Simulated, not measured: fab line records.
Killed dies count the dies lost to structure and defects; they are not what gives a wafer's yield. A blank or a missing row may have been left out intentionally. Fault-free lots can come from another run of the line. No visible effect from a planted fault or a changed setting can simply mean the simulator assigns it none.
Problem report in the 8D (eight disciplines) form, filled by code + flow n5Finfet + the parts of the form that need people (team, actions taken, sign-off) are left out

1. THE ISSUE
Wafers without a fault read 408.2 s, standard deviation 0.39; runLengthS at N5_PASSIVATION_PASS_ETCH_47 reads a mean of 518.7 s on 3 wafers belonging to 3 lots. So: +99 or more standard deviations from the usual mean.
The step: etches SiNx in CF4/O2, target depth 770 nm, time 385 s.
Seen first at day 14 12:37 on rieDiel-04, wafer L197.4. The record holds 28 wafers of 11 lots with a number at this step. Rule for "out" (also "out of limits"): further than 4 standard deviations from the usual mean. The other wafers with a number count as sound.

2. WHAT THIS IS AND IS NOT
| question                    | is                     | is not                                                                                                                   |
|-----------------------------|------------------------|--------------------------------------------------------------------------------------------------------------------------|
| which readings at this step | runLengthS             | oesProductAu, rfVppV, showerheadPlenumPTorr, throttleValvePct                                                            |
| which lots                  | L197, L200, L201       | L199, L202, L203, L205, L208, L209, L211, L213                                                                           |
| which wafers of those lots  | L197.4, L200.2, L201.4 | L197.5, L200.5, L201.5                                                                                                   |
| read on which tools         | rieDiel-04             | rieDiel-02, rieDiel-03                                                                                                   |
| when                        | from day 14 12:37      | up to then (1 sound wafer); but 24 sound wafers of L199, L200, L201, L202, L203, L205, L208, L209, L211, L213 came after |

3. SUSPECTS, AND WHAT RULES EACH OUT
Counting: a tool at a process step up to the reading stays a suspect if it ran every lot that is out. Sound lots after the first of them don't rule it out here, since some wafers of a struck lot are sound.
- rieDiel-04 at N5_PASSIVATION_DESCUM_32 (chemistry O2, time 7.9 s): kept. It ran every lot that is out, first L197 (day 14 10:05).
- rieDiel-04 at N5_PASSIVATION_PASS_ETCH_47 (etches SiNx in CF4/O2, target depth 770 nm, time 385 s): kept. It ran every lot that is out, first L197 (day 14 12:37). On those wafers its own readings are out: runLengthS.
What counting leaves: rieDiel-04 at N5_PASSIVATION_DESCUM_32 and rieDiel-04 at N5_PASSIVATION_PASS_ETCH_47.

4. THE CAUSE (what the simulator had put in)
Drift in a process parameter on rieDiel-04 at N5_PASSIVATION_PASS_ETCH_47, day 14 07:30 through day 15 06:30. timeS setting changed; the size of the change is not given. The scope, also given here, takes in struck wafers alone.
This tool is one of the 2 suspects left after counting.

5. SEQUENCE OF EFFECTS, ordered by route
Each row: a reading whose mean over the struck wafers that have a number lies more than 3 standard deviations from the usual. Scope: only readings with a usual standard deviation given in the record; hours: median across lots of the time from each lot's start at the first step in this table that gives one to its start at this step; sigmas: change in usual standard deviations.
| hours | step                        | reading    | usual   | on struck wafers | change | sigmas      |
|-------|-----------------------------|------------|---------|------------------|--------|-------------|
| 0     | N5_PASSIVATION_PASS_ETCH_47 | runLengthS | 408.2 s | 518.7            | +110.5 | +99 or more |
Process steps it contains:
- N5_PASSIVATION_PASS_ETCH_47: etches SiNx in CF4/O2, target depth 770 nm, time 385 s.

6. WHAT WOULD HAVE CAUGHT IT SOONER
5 hours passed between the start of the fault at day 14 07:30 and the first reading out of limits in this record, taken at day 14 12:37.
